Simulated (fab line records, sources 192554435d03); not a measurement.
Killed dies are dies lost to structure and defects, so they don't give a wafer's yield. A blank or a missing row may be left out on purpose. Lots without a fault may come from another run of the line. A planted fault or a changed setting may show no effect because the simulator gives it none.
Chamber matching | flow n5_finfet | N5_BEOL_M10_DESCUM_33 on rie_diel-03: 4 sister chambers
The step chemistry O2, time 7.9 s. 8 wafers are shown with their chamber, then 9 later ones without.

WAFERS WITH THEIR CHAMBER
wafer  | chamber | drypump_motor_current_A (A) | throttle_valve_pct (%)
L083.1 | 3       | 5.4                         | 20.50
L083.4 | 1       | 5.1                         | 20.31
L083.5 | 0       | 6.3                         | 20.51
L089.4 | 0       | 6.4                         | 20.53
L089.6 | 2       | 5.6                         | 19.88
L090.2 | 2       | 5.6                         | 19.90
L090.3 | 3       | 5.4                         | 20.52
L090.6 | 1       | 5.1                         | 20.34

WAFERS WITHOUT THEIR CHAMBER
wafer  | drypump_motor_current_A (A) | throttle_valve_pct (%)
L091.1 | 6.4                         | 20.54
L091.3 | 5.1                         | 20.33
L091.6 | 6.4                         | 20.54
L092.2 | 5.1                         | 20.34
L092.4 | 5.4                         | 20.52
L092.5 | 5.1                         | 20.33
L096.2 | 5.4                         | 20.54
L096.3 | 5.1                         | 20.38
L096.5 | 5.4                         | 20.54

WHICH CHAMBER EACH WENT THROUGH
wafer  | from the rows above | in truth
L091.1 | 0                   | 0
L091.3 | 1                   | 1
L091.6 | 0                   | 0
L092.2 | 1                   | 1
L092.4 | 3                   | 3
L092.5 | 1                   | 1
L096.2 | 3                   | 3
L096.3 | 1                   | 1
L096.5 | 3                   | 3
Placed correctly: 9 of 9. Can't be placed from these rows: 0. Placed wrongly: 0.
How it was worked out, from the rows above alone: a wafer's distance from a chamber is the root of the sum, over the readings, of the square of ((its reading less the chamber's mean) divided by the reading's scatter). The wafer belongs to the nearest chamber; if the next one is less than 2 further off, it can't be placed. A chamber's mean is the mean of its shown wafers. The scatter: the root of (the sum of the squares of (reading less its chamber's mean) over the shown wafers, divided by (wafers less chambers)).
